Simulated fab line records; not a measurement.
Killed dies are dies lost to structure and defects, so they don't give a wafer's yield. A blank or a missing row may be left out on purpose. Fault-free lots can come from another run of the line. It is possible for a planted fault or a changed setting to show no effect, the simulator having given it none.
A lot that was struck, set against a sound lot ; flow n5 finfet ; 38 steps out of a route of 1938
Sound: the wafers L496.3, L496.5, L496.6. Struck: wafer L486.4. (L486.1, L486.6 of the same lot were not struck and are left out.) The cause comes at the end.
For every step that has rows: the tool of each side, followed by ch and its chambers, followed by its first start. Under that, the readings that differ: sound wafers ; struck wafers ; difference of the means ; sigmas: that difference in standard deviations of wafers without a fault.
alike: same words and numbers on both sides, and readings whose means sit less than 2 such deviations apart. not compared: any withheld reading, any reading some wafer has no value for, any bound like >300 that may hide the same value, and any number with overlapping values for which the record gives no deviation.
A row with sigmas, a row that says differs or no value, or rows on one side alone: a step with any of these is where the two part. Numbers that don't overlap but have no deviation are shown without sigmas and don't part them. A reading missing from all wafers of one side parts the sides only when that side holds two or more wafers.

first, 9 steps without rows for these wafers: N5_BEOL_M11_PEB_26 (peb time 60 s); N5_BEOL_M11_DEVELOP_27 (develop time 30 s); N5_BEOL_M11_DESCUM_33 (chemistry O2, time 7.9 s); N5_BEOL_M11_ETCH_65 (etches SiARC in CF4, target depth 39 nm, time 65 s); N5_BEOL_M11_ETCH_66 (etches SOC in N2/H2, target depth 120 nm, overetch 24 nm, time 180 s); N5_BEOL_M11_STRIP_69 (strips in N2/H2); N5_BEOL_M11_VIA_ETCH_34 (etches SiCOH lowk in C4F6/O2, target depth 184.5 nm, time 69.2 s); N5_BEOL_M11_STRIP_73 (strips in C4F6/O2); N5_BEOL_M11_STRIP_36 (strips in N2/H2).
N5_BEOL_M11_TRENCH_ETCH_37: etches SiCOH lowk in C4F6/O2, target depth 148.83 nm, time 48 s.
  sound on rie diel-02 ch 1,2,3, day 19 00:23; struck on rie diel-06 ch 3, day 17 03:32
reading;sound;struck;difference;sigmas
run length s (s);70.8 71.4 70.5;84.8;+13.9;+27
model.BEOL_M11.feature depth nm (nm);148.6 146.6 149.2;191.8;+43.7;
model.etch.depth nm (nm);148.6 146.5 149.2;191.7;+43.6;
model.TiN_of_BEOL_M11_HM_DEP_02.thk nm (nm);15.6 15.4 15.4;14.6;-0.9;
  alike: drypump motor current A, mfc ar sccm, oes product au, rf vpp V, showerhead plenum p Torr, throttle valve pct
  not compared: rf hours counter h
then, 2 steps without rows for these wafers: N5_BEOL_M11_ETCH_41 (etches SiCN in CH3F/O2, target depth 42.6 nm, time 86 s); N5_BEOL_M11_STRIP_77 (strips in N2/H2, time 10 s).
N5_BEOL_M11_OCD_MEAS_38:
  sound: ocd-01 at day 19 00:34; struck: ocd-01 at day 17 03:43
reading;sound;struck;difference;sigmas
trench depth nm (nm);149 146 149;191;+43;+13
then, 13 steps without rows for these wafers: N5_BEOL_M11_HM_STRIP_39 (strips TiN in peroxide tin strip, target depth 25 nm, time 158 s); N5_BEOL_M11_SRD_40 (time 30 s); N5_BEOL_M11_PRECLEAN_42 (cleans in residue remover, time 60 s); N5_BEOL_M11_SRD_43 (time 30 s); N5_BEOL_M11_CURE_72 (cures SiCOH lowk, time 120 s); N5_BEOL_M11_DEGAS_44 (time 60 s); N5_BEOL_M11_PRE_CLEAN_45 (time 30 s); N5_BEOL_M11_ALD_74 (deposits TaN, target thk 2 nm, pulse time 2 s, purge time 3 s); N5_BEOL_M11_SURFACE_TREAT_76; N5_BEOL_M11_CVD_75 (deposits Co from CCTBA/H2, target thk 2 nm, time 138.9 s); N5_BEOL_M11_SPUTTER_48 (material Cu, target thk 12 nm, time 2 s); N5_BEOL_M11_ECD_50 (material Cu, target thk 318 nm); N5_BEOL_M11_ANNEAL_51 (time 90 s).
N5_BEOL_M11_CMP_52: polishes, stops on SiCOH lowk, t overpolish 7 s, target thk 140 nm.
  sound on cmp-03 ch 0,2,3, day 19 04:10; struck on cmp-03 ch 1, day 17 07:13
reading;sound;struck;difference;sigmas
model.Cu_of_BEOL_M11_ECD_50.thk nm (nm);141.2 140 141.4;183.6;+42.7;
  alike: motor current A
N5_BEOL_M11_THK_MEAS_53: measures by xrf.
  sound: film metro-01 at day 19 04:21; struck: film metro-01 at day 17 07:30
reading;sound;struck;difference;sigmas
M11_THK (nm);144 143 144;186;+42;+11
then, 2 steps without rows for these wafers: N5_BEOL_M11_PRE_CLEAN_55 (time 15 s); N5_BEOL_M11_DEP_56 (deposits SiCN from 3MS/NH3, target thk 30 nm, time 10.5 s).
N5_BEOL_M11_RS_MEAS_57: measures by four-point-probe.
  sound: film metro-01 at day 19 04:28; struck: film metro-01 at day 17 07:38
reading;sound;struck;difference;sigmas
M11_RS (ohm/sq);0.150 0.151 0.149;0.112;-0.038;-9
then, 5 steps without rows for these wafers: N5_BEOL_M12_ILD_DEP_00 (deposits SiOC from DEMS/O2, target thk 658.92 nm, time 130.7 s); N5_BEOL_M12_COAT_58 (time 60 s, resist thk 89 nm); N5_BEOL_M12_COAT_04 (resist thk 400 nm); N5_BEOL_M12_EBR_06; N5_BEOL_M12_SOFTBAKE_05 (time 60 s).
N5_BEOL_M15_RC_MEAS_101:
  sound on prober-01 ch 0, day 20 05:34; struck on prober-01 ch 0, day 18 07:28
reading;sound;struck;difference;sigmas
COMB_M9 (S/m);1.28e-11 1.36e-11 1.16e-11;2.17e-11;+9.03e-12;+3
SERP_M11 (ohm/um);3.10 3.12 3.09;2.26;-0.84;-8
SERP_M11_max_site (ohm/um);3.18 3.20 3.13;2.35;-0.82;-7
SERP_M12 (ohm/um);0.652 0.645 0.611;0.589;-0.047;-3
SERP_M9 (ohm/um);2.95 2.99 2.69;3.13;+0.25;+3
  alike: COMB_M10, COMB_M12, COMB_M13, COMB_M14, COMB_M15, COMB_M5, COMB_M6, COMB_M7, COMB_M8, COMB_M8_max_site, SERP_M10, SERP_M13, SERP_M14, SERP_M5, SERP_M6, SERP_M7, SERP_M8, SERP_M8_max_site
N5_PASSIVATION_PROBE_49:
  sound: prober-01 at day 20 21:15; struck: prober-02 at day 19 00:11
  alike: defect limited yield, killed_at_M0_to_M3, killed_at_M4_up, killed at contacts, killed at front end, killed at other, killed dies, killed on rim, killed open, killed short, sort_bin_5_function, sort_bin_6_memory, sort_bin_8_speed, sort n pass, sort yield pct

## WHERE THEY PART
First at N5_BEOL_M11_TRENCH_ETCH_37; last, within this record, at N5_BEOL_M15_RC_MEAS_101. Later steps at which nothing parts them and some readings are alike: N5_PASSIVATION_PROBE_49.

WHY: what the simulator had put in
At N5_BEOL_M11_TRENCH_ETCH_37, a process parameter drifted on rie diel-06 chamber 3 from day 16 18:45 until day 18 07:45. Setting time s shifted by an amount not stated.
